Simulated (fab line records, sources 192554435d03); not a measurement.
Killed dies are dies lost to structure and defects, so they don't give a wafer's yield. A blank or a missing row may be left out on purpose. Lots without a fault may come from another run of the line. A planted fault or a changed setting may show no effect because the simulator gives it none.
fab line records | flow n5_finfet
record lots=24 wafers=72 last_day=17
route steps=1938 shown BEOL_M4@1024 BEOL_M5@1113
lots that met no fault: from a run of the same line without faults
start_h: hours from the record's first day to the start of the lot's first wafer shown | wait_h: hours since the lot's step before | " the same as in the row above | L1.1+2: a row that stands for several wafers | - no value, or no start given | * or withheld: withheld | < > ~ a bound
route shown NAME@n: a module of which the file shows steps, and the number in the route of the first | usual: mean/standard deviation of fault-free wafers | same: alike in all rows | chamber/n: place in a boat | sites: the reading at each site | _std_site: their standard deviation | _edge_site: outer sites' mean less inner sites' | radius_mm: how far each site lies from the wafer's centre | mask NAME#n: copy n | behind: the tool/chamber that last shaped the wafer | hold: why the lot was held/for how many hours/how that ended | device: the transistor (n, p or np) that didn't switch | end of line: the same wafers' tests at the end of the route | a step without rows: its recipe alone | killed: dies lost to structure and defects at the first sort, not the wafer's yield | map: a wafer's dies, x killed, . not, _ none there
set.NAME: the setting as run; set.NAME@STEP: as run at that earlier step | model.NAME: the simulator's own value behind a step, which no gauge read
steps of the route over a sample of lots; a table a step, a row a wafer
services: from which hour (start_h, from the record's first day; less than 0 if before it) a tool's chamber was out of use, for how many hours, and why
## steps
# step N5_BEOL_M4_HM_DEP_02
# recipe material=TiN target_thk_a=200 temp_c=25 chamber_pressure_pa=0.49996
# usual throttle_valve_pct=29.9/1.3
# columns lot.wafer tool chamber start_h wait_h throttle_valve_pct
L074.3 pvd_sputter-03 - 154.32 0.5 31.9
L074.5 " - " " 30.1
L074.6 " - " " 32.0
L075.3 pvd_sputter-01 - 154.48 0.2 31.5
L075.4 " - " " 30.5
L075.6 " - " " 31.2
L076.3 pvd_sputter-02 - 168.82 0.3 28.5
L076.4 " - " " 29.8
L076.6 " - " " 30.1
L077.2 pvd_sputter-03 - 169.62 0.0 30.6
L077.5 " - " " 30.0
L077.6 " - " " 32.2
L078.1 pvd_sputter-02 - 185.27 0.2 29.8
L078.3 " - " " 30.2
L078.6 " - " " 29.9
L080.1 pvd_sputter-02 - 187.93 1.4 30.0
L080.2 " - " " 30.1
L080.4 " - " " 28.5
L079.1 pvd_sputter-02 - 191.55 1.8 30.3
L079.3 " - " " 29.8
L079.5 " - " " 28.7
L081.2 pvd_sputter-01 - 198.86 0.6 29.4
L081.5 " - " " 31.1
L081.6 " - " " 28.8
L082.1 pvd_sputter-01 - 201.28 1.8 29.2
L082.2 " - " " 29.0
L082.3 " - " " 31.5
L083.3 pvd_sputter-01 - 210.65 0.0 29.3
L083.4 " - " " 29.1
L083.5 " - " " 30.6
L084.3 pvd_sputter-03 - 217.80 3.7 32.2
L084.4 " - " " 30.4
L084.6 " - " " 30.1
L086.2 pvd_sputter-02 - 224.76 0.1 26.7
L086.3 " - " " 28.6
L086.5 " - " " 30.2
L085.2 pvd_sputter-02 - 229.92 0.5 26.8
L085.4 " - " " 29.9
L085.5 " - " " 28.7
L087.3 pvd_sputter-03 - 235.85 2.5 30.0
L087.4 " - " " 29.8
L087.5 " - " " 30.0
L088.1 pvd_sputter-01 - 239.59 0.6 30.6
L088.3 " - " " 29.3
L088.5 " - " " 29.4
L089.1 pvd_sputter-03 - 242.26 1.8 30.3
L089.5 " - " " 29.9
L089.6 " - " " 32.0
L090.2 pvd_sputter-03 - 250.39 0.5 30.0
L090.5 " - " " 30.2
L090.6 " - " " 30.2
L091.1 pvd_sputter-01 - 263.25 2.4 31.1
L091.2 " - " " 30.9
L091.6 " - " " 29.0
L092.1 pvd_sputter-02 - 264.48 0.1 29.8
L092.3 " - " " 26.5
L092.4 " - " " 30.2
L093.2 pvd_sputter-02 - 269.81 1.6 29.8
L093.4 " - " " 26.7
L093.5 " - " " 30.0
L094.1 pvd_sputter-01 - 275.90 1.4 29.2
L094.2 " - " " 29.4
L094.3 " - " " 31.2
L095.2 pvd_sputter-03 - 279.48 0.7 29.9
L095.3 " - " " 30.0
L095.5 " - " " 30.3
L096.2 pvd_sputter-01 - 288.31 2.3 30.6
L096.4 " - " " 29.5
L096.5 " - " " 30.8
L097.1 pvd_sputter-01 - 288.41 1.9 30.7
L097.3 " - " " 29.1
L097.5 " - " " 31.0
# step N5_BEOL_M4_SPUTTER_48
# recipe material=Cu target_thk_a=45 temp_c=-20 chamber_pressure_pa=0.07 power_w=withheld time_s=8.29
# usual throttle_valve_pct=29.8/1.3
# columns lot.wafer tool chamber start_h wait_h throttle_valve_pct
L074.3 pvd_sputter-01 - 162.44 0.1 31.2
L074.5 " - " " 31.3
L074.6 " - " " 29.3
L075.3 pvd_sputter-03 - 162.97 0.2 30.1
L075.4 " - " " 30.4
L075.6 " - " " 30.0
L076.3 pvd_sputter-01 - 176.79 0.3 30.8
L076.4 " - " " 31.4
L076.6 " - " " 30.7
L077.2 pvd_sputter-01 - 179.63 0.1 30.8
L077.5 " - " " 31.2
L077.6 " - " " 29.0
L078.1 pvd_sputter-03 - 190.09 0.8 29.7
L078.3 " - " " 30.1
L078.6 " - " " 29.9
L080.1 pvd_sputter-01 - 193.34 0.1 29.3
L080.2 " - " " 28.9
L080.4 " - " " 31.1
L079.1 pvd_sputter-01 - 196.86 0.4 31.2
L079.3 " - " " 30.7
L079.5 " - " " 29.2
L081.2 pvd_sputter-02 - 202.41 0.1 29.6
L081.5 " - " " 26.7
L081.6 " - " " 28.6
L082.1 pvd_sputter-03 - 206.18 0.3 29.7
L082.2 " - " " 31.8
L082.3 " - " " 30.2
L083.3 pvd_sputter-01 - 219.75 0.2 29.5
L083.4 " - " " 30.7
L083.5 " - " " 28.9
L084.3 pvd_sputter-02 - 227.14 0.1 29.6
L084.4 " - " " 30.1
L084.6 " - " " 28.7
L086.2 pvd_sputter-02 - 230.58 0.1 28.8
L086.3 " - " " 26.6
L086.5 " - " " 30.1
L085.2 pvd_sputter-01 - 233.48 0.1 29.5
L085.4 " - " " 30.7
L085.5 " - " " 31.3
L087.3 pvd_sputter-02 - 243.72 0.2 30.5
L087.4 " - " " 29.9
L087.5 " - " " 28.8
L088.1 pvd_sputter-03 - 251.37 0.1 30.0
L088.3 " - " " 32.3
L088.5 " - " " 30.1
L089.1 pvd_sputter-03 - 254.47 0.3 31.9
L089.5 " - " " 30.3
L089.6 " - " " 32.1
L090.2 pvd_sputter-02 - 254.74 0.2 28.8
L090.5 " - " " 26.6
L090.6 " - " " 28.7
L091.1 pvd_sputter-02 - 270.79 0.2 30.5
L091.2 " - " " 28.5
L091.6 " - " " 30.1
L092.1 pvd_sputter-03 - 274.06 0.1 30.2
L092.3 " - " " 32.1
L092.4 " - " " 30.0
L093.2 pvd_sputter-02 - 277.63 0.4 28.5
L093.4 " - " " 26.8
L093.5 " - " " 30.2
L094.1 pvd_sputter-01 - 280.39 0.2 29.6
L094.2 " - " " 29.0
L094.3 " - " " 31.0
L095.2 pvd_sputter-01 - 285.93 0.1 31.0
L095.3 " - " " 29.3
L095.5 " - " " 29.4
L096.2 pvd_sputter-01 - 297.60 0.2 30.8
L096.4 " - " " 29.5
L096.5 " - " " 29.6
L097.1 pvd_sputter-02 - 300.89 0.2 30.1
L097.3 " - " " 29.0
L097.5 " - " " 28.8
# step N5_BEOL_M4_ANNEAL_95
# recipe temp_c=400 time_s=240 ambient=vacuum
# usual heater_power_w=793/56
# columns lot.wafer tool chamber start_h wait_h heater_power_w
L074.3 pvd_sputter-01 - 164.06 0.0 792
L074.5 " - " " 785
L074.6 " - " " 832
L075.3 pvd_sputter-03 - 164.59 0.0 822
L075.4 " - " " 898
L075.6 " - " " 801
L076.3 pvd_sputter-01 - 178.41 0.0 809
L076.4 " - " " 796
L076.6 " - " " 814
L077.2 pvd_sputter-01 - 181.25 0.0 812
L077.5 " - " " 796
L077.6 " - " " 756
L078.1 pvd_sputter-03 - 191.71 0.0 718
L078.3 " - " " 822
L078.6 " - " " 706
L080.1 pvd_sputter-01 - 194.96 0.0 844
L080.2 " - " " 770
L080.4 " - " " 819
L079.1 pvd_sputter-01 - 198.48 0.0 801
L079.3 " - " " 797
L079.5 " - " " 753
L081.2 pvd_sputter-02 - 204.03 0.0 795
L081.5 " - " " 732
L081.6 " - " " 805
L082.1 pvd_sputter-03 - 207.80 0.0 761
L082.2 " - " " 856
L082.3 " - " " 813
L083.3 pvd_sputter-01 - 221.37 0.0 840
L083.4 " - " " 806
L083.5 " - " " 771
L084.3 pvd_sputter-02 - 228.76 0.0 787
L084.4 " - " " 707
L084.6 " - " " 826
L086.2 pvd_sputter-02 - 232.20 0.0 805
L086.3 " - " " 723
L086.5 " - " " 793
L085.2 pvd_sputter-01 - 235.10 0.0 845
L085.4 " - " " 811
L085.5 " - " " 791
L087.3 pvd_sputter-02 - 245.34 0.0 731
L087.4 " - " " 783
L087.5 " - " " 790
L088.1 pvd_sputter-03 - 252.99 0.0 714
L088.3 " - " " 859
L088.5 " - " " 719
L089.1 pvd_sputter-03 - 256.09 0.0 870
L089.5 " - " " 920
L089.6 " - " " 867
L090.2 pvd_sputter-02 - 256.36 0.0 805
L090.5 " - " " 714
L090.6 " - " " 805
L091.1 pvd_sputter-02 - 272.41 0.0 738
L091.2 " - " " 796
L091.6 " - " " 719
L092.1 pvd_sputter-03 - 275.68 0.0 924
L092.3 " - " " 861
L092.4 " - " " 732
L093.2 pvd_sputter-02 - 279.25 0.0 796
L093.4 " - " " 739
L093.5 " - " " 725
L094.1 pvd_sputter-01 - 282.01 0.0 830
L094.2 " - " " 742
L094.3 " - " " 807
L095.2 pvd_sputter-01 - 287.55 0.0 815
L095.3 " - " " 861
L095.5 " - " " 847
L096.2 pvd_sputter-01 - 299.22 0.0 836
L096.4 " - " " 858
L096.5 " - " " 828
L097.1 pvd_sputter-02 - 302.51 0.0 779
L097.3 " - " " 810
L097.5 " - " " 789
# step N5_BEOL_M5_CURE_79
# recipe temp_c=385 time_s=240 ambient=He/Ar material=SiCOH_lowk
# usual lamp_power_pct=52.31/0.051 wafer_temp_C_max=386.7/0.61
# columns lot.wafer tool chamber start_h wait_h lamp_power_pct wafer_temp_C_max
L074.3 uv_cure-03 2 166.48 0.2 52.38 387.8
L074.5 " 2 " " 52.27 386.8
L074.6 " 2 " " 52.27 387.3
L075.3 uv_cure-01 0 167.38 0.4 52.27 386.5
L075.4 " 0 " " 52.36 387.5
L075.6 " 0 " " 52.32 387.1
L076.3 uv_cure-03 0 180.87 0.2 52.33 387.4
L076.4 " 0 " " 52.39 387.4
L076.6 " 0 " " 52.28 387.0
L077.2 uv_cure-02 1 183.59 0.1 52.35 386.2
L077.5 " 1 " " 52.27 386.4
L077.6 " 1 " " 52.32 386.5
L078.1 uv_cure-03 1 194.00 0.0 52.28 386.3
L078.3 " 1 " " 52.27 386.2
L078.6 " 1 " " 52.37 386.6
L080.1 uv_cure-02 0 197.69 0.3 52.33 386.3
L080.2 " 0 " " 52.29 386.2
L080.4 " 0 " " 52.32 386.2
L079.1 uv_cure-01 1 200.74 0.0 52.37 387.3
L079.3 " 1 " " 52.28 387.0
L079.5 " 1 " " 52.27 387.6
L081.2 uv_cure-02 2 206.37 0.1 52.32 385.9
L081.5 " 2 " " 52.34 386.0
L081.6 " 2 " " 52.35 385.9
L082.1 uv_cure-02 2 210.07 0.0 52.35 386.0
L082.2 " 2 " " 52.33 386.7
L082.3 " 2 " " 52.27 385.8
L083.3 uv_cure-03 2 223.80 0.2 52.35 387.4
L083.4 " 2 " " 52.38 387.4
L083.5 " 2 " " 52.29 387.9
L084.3 uv_cure-03 0 231.59 0.2 52.24 386.9
L084.4 " 0 " " 52.30 386.4
L084.6 " 0 " " 52.27 386.4
L086.2 uv_cure-03 1 234.68 0.1 52.26 386.4
L086.3 " 1 " " 52.31 386.1
L086.5 " 1 " " 52.31 386.6
L085.2 uv_cure-03 0 237.45 0.1 52.36 386.3
L085.4 " 0 " " 52.33 386.9
L085.5 " 0 " " 52.30 386.8
L087.3 uv_cure-02 2 247.78 0.2 52.30 386.2
L087.4 " 2 " " 52.37 386.0
L087.5 " 2 " " 52.38 386.0
L088.1 uv_cure-03 0 255.26 0.0 52.28 387.7
L088.3 " 0 " " 52.27 387.6
L088.5 " 0 " " 52.25 387.2
L089.1 uv_cure-03 2 258.36 0.0 52.32 387.6
L089.5 " 2 " " 52.31 386.7
L089.6 " 2 " " 52.21 386.2
L090.2 uv_cure-01 2 258.71 0.1 52.41 386.3
L090.5 " 2 " " 52.29 385.9
L090.6 " 2 " " 52.33 386.6
L091.1 uv_cure-02 2 275.06 0.3 52.35 386.2
L091.2 " 2 " " 52.35 386.6
L091.6 " 2 " " 52.33 386.2
L092.1 uv_cure-02 1 278.06 0.0 52.22 386.2
L092.3 " 1 " " 52.29 386.0
L092.4 " 1 " " 52.33 385.7
L093.2 uv_cure-01 2 282.03 0.2 52.24 385.9
L093.4 " 2 " " 52.25 386.5
L093.5 " 2 " " 52.37 386.0
L094.1 uv_cure-01 1 284.38 0.0 52.28 386.9
L094.2 " 1 " " 52.33 387.8
L094.3 " 1 " " 52.26 388.5
L095.2 uv_cure-01 0 289.95 0.1 52.31 387.3
L095.3 " 0 " " 52.43 386.8
L095.5 " 0 " " 52.32 387.5
L096.2 uv_cure-02 2 301.56 0.1 52.30 385.9
L096.4 " 2 " " 52.31 386.1
L096.5 " 2 " " 52.30 386.7
L097.1 uv_cure-03 0 304.79 0.1 52.30 386.6
L097.3 " 0 " " 52.29 386.8
L097.5 " 0 " " 52.23 387.1
# step N5_BEOL_M5_INSPECT_13
# recipe mode=adi inspect_instrument=brightfield
# usual raw_defect_count=434/97
# columns lot.wafer tool chamber start_h wait_h raw_defect_count
L074.3 defect_inspect-01 - 168.42 0.0 341
L074.5 " - " " 340
L074.6 " - " " 326
L075.3 defect_inspect-01 - 169.09 0.0 333
L075.4 " - " " 298
L075.6 " - " " 412
L076.3 defect_inspect-01 - 182.79 0.0 554
L076.4 " - " " 488
L076.6 " - " " 500
L077.2 defect_inspect-01 - 185.52 0.0 512
L077.5 " - " " 518
L077.6 " - " " 525
L078.1 defect_inspect-02 - 195.89 0.1 306
L078.3 " - " " 542
L078.6 " - " " 360
L080.1 defect_inspect-02 - 198.99 0.1 466
L080.2 " - " " 594
L080.4 " - " " 613
L079.1 defect_inspect-01 - 202.14 0.1 381
L079.3 " - " " 401
L079.5 " - " " 382
L081.2 defect_inspect-02 - 208.96 0.0 523
L081.5 " - " " 418
L081.6 " - " " 538
L082.1 defect_inspect-01 - 211.41 0.1 407
L082.2 " - " " 499
L082.3 " - " " 453
L083.3 defect_inspect-02 - 225.28 0.0 341
L083.4 " - " " 256
L083.5 " - " " 372
L084.3 defect_inspect-01 - 233.28 0.0 452
L084.4 " - " " 382
L084.6 " - " " 450
L086.2 defect_inspect-02 - 236.62 0.0 510
L086.3 " - " " 432
L086.5 " - " " 614
L085.2 defect_inspect-02 - 239.91 0.0 509
L085.4 " - " " 519
L085.5 " - " " 697
L087.3 defect_inspect-02 - 249.80 0.0 518
L087.4 " - " " 509
L087.5 " - " " 654
L088.1 defect_inspect-02 - 260.86 0.1 392
L088.3 " - " " 440
L088.5 " - " " 434
L089.1 defect_inspect-01 - 260.89 0.1 359
L089.5 " - " " 496
L089.6 " - " " 379
L090.2 defect_inspect-01 - 260.94 0.1 286
L090.5 " - " " 390
L090.6 " - " " 315
L091.1 defect_inspect-01 - 276.70 0.1 412
L091.2 " - " " 315
L091.6 " - " " 410
L092.1 defect_inspect-02 - 279.95 0.1 366
L092.3 " - " " 449
L092.4 " - " " 677
L093.2 defect_inspect-02 - 283.93 0.0 348
L093.4 " - " " 320
L093.5 " - " " 396
L094.1 defect_inspect-02 - 288.82 0.2 505
L094.2 " - " " 321
L094.3 " - " " 364
L095.2 defect_inspect-02 - 292.51 0.0 342
L095.3 " - " " 420
L095.5 " - " " 297
L096.2 defect_inspect-01 - 304.25 0.0 482
L096.4 " - " " 353
L096.5 " - " " 465
L097.1 defect_inspect-01 - 305.89 0.1 444
L097.3 " - " " 315
L097.5 " - " " 492
# step N5_BEOL_M5_CD_MEAS_35
# recipe target_cd_nm=28 target_cd_y_nm=24 polarity=opening
# usual cd_nm=28.0/0.35
# columns lot.wafer tool chamber start_h wait_h cd_nm
L074.3 cd_sem-02 - 170.01 0.0 27.9
L074.5 " - " " 28.2
L074.6 " - " " 27.5
L075.3 cd_sem-02 - 170.59 0.0 28.0
L075.4 " - " " 28.1
L075.6 " - " " 27.8
L076.3 cd_sem-03 - 184.38 0.0 28.2
L076.4 " - " " 28.3
L076.6 " - " " 28.2
L077.2 cd_sem-02 - 187.42 0.0 28.0
L077.5 " - " " 28.1
L077.6 " - " " 28.1
L078.1 cd_sem-01 - 197.49 0.0 28.2
L078.3 " - " " 28.5
L078.6 " - " " 28.0
L080.1 cd_sem-01 - 201.46 0.0 27.5
L080.2 " - " " 27.5
L080.4 " - " " 27.1
L079.1 cd_sem-01 - 204.88 0.0 28.3
L079.3 " - " " 28.5
L079.5 " - " " 28.5
L081.2 cd_sem-02 - 210.74 0.0 27.6
L081.5 " - " " 28.1
L081.6 " - " " 28.0
L082.1 cd_sem-02 - 212.93 0.0 28.0
L082.2 " - " " 28.5
L082.3 " - " " 28.4
L083.3 cd_sem-02 - 227.04 0.0 27.3
L083.4 " - " " 27.9
L083.5 " - " " 26.9
L084.3 cd_sem-01 - 236.80 0.0 27.4
L084.4 " - " " 27.6
L084.6 " - " " 27.6
L086.2 cd_sem-01 - 238.23 0.0 28.1
L086.3 " - " " 28.0
L086.5 " - " " 27.7
L085.2 cd_sem-02 - 242.14 0.0 27.8
L085.4 " - " " 27.7
L085.5 " - " " 27.7
L087.3 cd_sem-02 - 251.33 0.0 28.6
L087.4 " - " " 28.1
L087.5 " - " " 28.2
L088.1 cd_sem-03 - 263.73 0.0 27.5
L088.3 " - " " 27.6
L088.5 " - " " 27.9
L089.1 cd_sem-02 - 263.91 0.0 28.0
L089.5 " - " " 28.5
L089.6 " - " " 28.4
L090.2 cd_sem-02 - 263.97 0.0 28.1
L090.5 " - " " 27.7
L090.6 " - " " 27.8
L091.1 cd_sem-02 - 278.37 0.0 27.8
L091.2 " - " " 27.5
L091.6 " - " " 27.7
L092.1 cd_sem-02 - 282.69 0.0 28.0
L092.3 " - " " 28.2
L092.4 " - " " 27.9
L093.2 cd_sem-01 - 288.03 0.0 28.2
L093.4 " - " " 28.4
L093.5 " - " " 28.3
L094.1 cd_sem-01 - 291.95 0.0 27.9
L094.2 " - " " 27.8
L094.3 " - " " 27.9
L095.2 cd_sem-02 - 293.98 0.0 27.4
L095.3 " - " " 28.1
L095.5 " - " " 27.5
L096.2 cd_sem-02 - 305.97 0.0 27.7
L096.4 " - " " 28.1
L096.5 " - " " 27.6
L097.1 cd_sem-02 - 307.46 0.0 28.6
L097.3 " - " " 28.2
L097.5 " - " " 28.1
## services
# columns tool chamber start_h hours kind
uv_cure-03 - 132.94 1.0 repair
uv_cure-01 - 186.60 0.4 repair
uv_cure-03 - 197.14 0.9 repair
uv_cure-01 - 209.12 2.1 pm
uv_cure-01 - 228.81 7.5 pm
uv_cure-03 - 247.21 7.5 pm
uv_cure-03 - 269.23 9.7 repair
uv_cure-02 - 278.54 2.1 pm
uv_cure-03 - 286.11 7.5 pm
## key
fault none
